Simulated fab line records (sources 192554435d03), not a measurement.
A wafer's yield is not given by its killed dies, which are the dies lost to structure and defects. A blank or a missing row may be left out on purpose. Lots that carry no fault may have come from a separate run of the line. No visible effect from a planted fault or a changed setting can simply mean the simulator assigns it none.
Comparing a struck lot with a sound one / flow n5 finfet / 17 steps out of a route of 1938
Sound: wafers L530.2, L530.4, L530.6. Struck: wafer L532.3. (L532.2 of the same lot was not struck and is left out.) The cause comes at the end.
Each step with rows lists, per side, the tool, then ch with its chambers, then its first start. Under that, the readings that differ: sound wafers / struck wafers / difference of the means / sigmas: that difference in standard deviations of wafers without a fault.
alike: a reading whose means differ by less than 2 such deviations, as well as words and numbers matching on both sides. not compared: withheld readings; readings where some wafer has no value; bounds like >300 that might hide an equal value; numbers whose values overlap and for which the record gives no deviation.
Wherever a step has rows on one side only, a row that says differs or no value, or a row with sigmas, the two part there. When numbers do not overlap yet have no deviation, they are printed without sigmas and do not part them. A reading that every wafer of one side lacks parts them only if that side has two wafers or more.

N5_SD_EPI_N_INSPECT_26: inspects for defects (darkfield).
  sound: defect inspect-02 at day 6 05:16; struck: defect inspect-01 at day 6 23:25
reading=raw defect count; sound=201 195 238; struck=333; difference=+122; sigmas=+3
then, 8 steps without rows for these wafers: N5_SD_EPI_P_COAT_34 (time 60 s, resist thk 350 nm); N5_SD_EPI_P_COAT_35 (time 60 s, resist thk 35 nm); N5_SD_EPI_P_COAT_03 (resist thk 150 nm); N5_SD_EPI_P_EBR_05; N5_SD_EPI_P_SOFTBAKE_04 (time 60 s); N5_SD_EPI_P_EXPOSE_06 (exposes mask SD P BLK, target cd 240 nm); N5_SD_EPI_P_PEB_07 (peb time 60 s); N5_SD_EPI_P_DEVELOP_08 (develop time 30 s).
N5_SD_EPI_P_CD_MEAS_09: target cd 240 nm.
  sound on cd sem-03 ch 0, day 6 05:40; struck on cd sem-01 ch 0, day 6 23:49
  alike: cd nm
N5_SD_EPI_P_OVL_MEAS_10:
  sound on overlay-01 ch 0, day 6 05:41; struck on overlay-01 ch 0, day 6 23:51
  alike: SD_P_BLK_OVL
N5_SD_EPI_P_INSPECT_11: inspects for defects (macro).
  sound: defect inspect-01 at day 6 05:43; struck: defect inspect-01 at day 6 23:52
  alike: raw defect count
N5_SD_EPI_P_DESCUM_14: chemistry O2, time 7.9 s.
  sound on rie diel-03 ch 0,3, day 6 05:45; struck on rie diel-03 ch 2, day 6 23:59
reading=model.CAR-ArF-block_of_SD_EPI_P_COAT_03.thk nm (nm); sound=143.4 143.4 143.2; struck=141.4; difference=-1.9; sigmas=
  alike: chamber pressure mTorr, drypump motor current A, o2 flow sccm, oes product au, rf vpp V, showerhead plenum p Torr, throttle valve pct
  not compared: rf hours counter h
N5_SD_EPI_P_ETCH_36: etches SiARC in CF4, target depth 45.5 nm, time 75.8 s.
  sound on rie diel-03 ch 0,3, day 6 05:47; struck on rie diel-03 ch 2, day 7 00:02
reading=model.CAR-ArF-block_of_SD_EPI_P_COAT_03.thk nm (nm); sound=111 110.8 110.6; struck=108.8; difference=-2.0; sigmas=
  alike: chamber pressure mTorr, drypump motor current A, etch rf on time s, oes product au, rf vpp V, showerhead plenum p Torr, throttle valve pct
  not compared: rf hours counter h
N5_SD_EPI_P_ETCH_37: etches SOC in N2/H2, overetch 108 nm, time 486 s.
  sound on rie diel-03 ch 0,3, day 6 05:50; struck on rie diel-03 ch 2, day 7 00:05
  alike: chamber pressure mTorr, drypump motor current A, oes product au, rf vpp V, showerhead plenum p Torr, throttle valve pct
  not compared: rf hours counter h
-- the record jumps here: 6 days lie between the struck wafers' starts before and after (it left off in module SD_EPI_P and takes up again in module BEOL_M4, whose first step shown is number 1111 of the route) --
N5_BEOL_M4_RC_MEAS_101:
  sound on prober-02 ch 0, day 11 20:17; struck on prober-01 ch 0, day 13 00:21
reading=ION_P (uA/um); sound=473 456 453; struck=475; difference=+14; sigmas=+2
  alike: DIBL_N, DIBL_P, IOFF_N, IOFF_P, ION_N, SS_N, SS_P, VT_N, VT_P
following that, these wafers have no rows for 1 step: N5_PASSIVATION_PROBE_49.

## WHERE THEY PART
First at N5_SD_EPI_N_INSPECT_26; last, within this record, at N5_BEOL_M4_RC_MEAS_101.

WHY: whatever the simulator had introduced
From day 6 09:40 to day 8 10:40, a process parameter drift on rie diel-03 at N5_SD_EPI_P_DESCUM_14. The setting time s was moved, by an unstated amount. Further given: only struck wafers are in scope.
